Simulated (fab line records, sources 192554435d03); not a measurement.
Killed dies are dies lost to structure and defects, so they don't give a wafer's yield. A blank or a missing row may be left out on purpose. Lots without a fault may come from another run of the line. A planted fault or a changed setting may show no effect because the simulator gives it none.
Chamber matching | flow n5_finfet | N5_BEOL_M3_CO_CAP_55 on cvd_co-01: 3 sister chambers
The step material Co, precursor CCTBA/H2, target thk 2 nm, time 102.1 s. 6 wafers are shown with their chamber, then 7 later ones without.

WAFERS WITH THEIR CHAMBER
wafer  | chamber | heater_power_w (W)
L936.5 | 1       | 246
L939.5 | 2       | 236
L940.1 | 2       | 242
L940.4 | 1       | 247
L946.3 | 0       | 248
L946.4 | 0       | 248

WAFERS WITHOUT THEIR CHAMBER
wafer  | heater_power_w (W)
L946.6 | 243
L948.2 | 245
L948.4 | 246
L948.5 | 250
L952.3 | 259
L952.5 | 242
L952.6 | 242

WHICH CHAMBER EACH WENT THROUGH
wafer  | from the rows above          | in truth
L946.6 | can't be placed: 1 or 2 or 0 | 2
L948.2 | can't be placed: 1 or 0 or 2 | 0
L948.4 | can't be placed: 1 or 0      | 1
L948.5 | can't be placed: 0 or 1      | 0
L952.3 | can't be placed: 0 or 1      | 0
L952.5 | can't be placed: 2 or 1 or 0 | 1
L952.6 | can't be placed: 2 or 1 or 0 | 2
Placed correctly: 0 of 7. Can't be placed from these rows: 7 (the true chamber is among the candidates in 7). Placed wrongly: 0.
How it was worked out, from the rows above alone: a wafer's distance from a chamber is the root of the sum, over the readings, of the square of ((its reading less the chamber's mean) divided by the reading's scatter). The wafer belongs to the nearest chamber; if the next one is less than 2 further off, it can't be placed. A chamber's mean is the mean of its shown wafers. The scatter: the root of (the sum of the squares of (reading less its chamber's mean) over the shown wafers, divided by (wafers less chambers)).
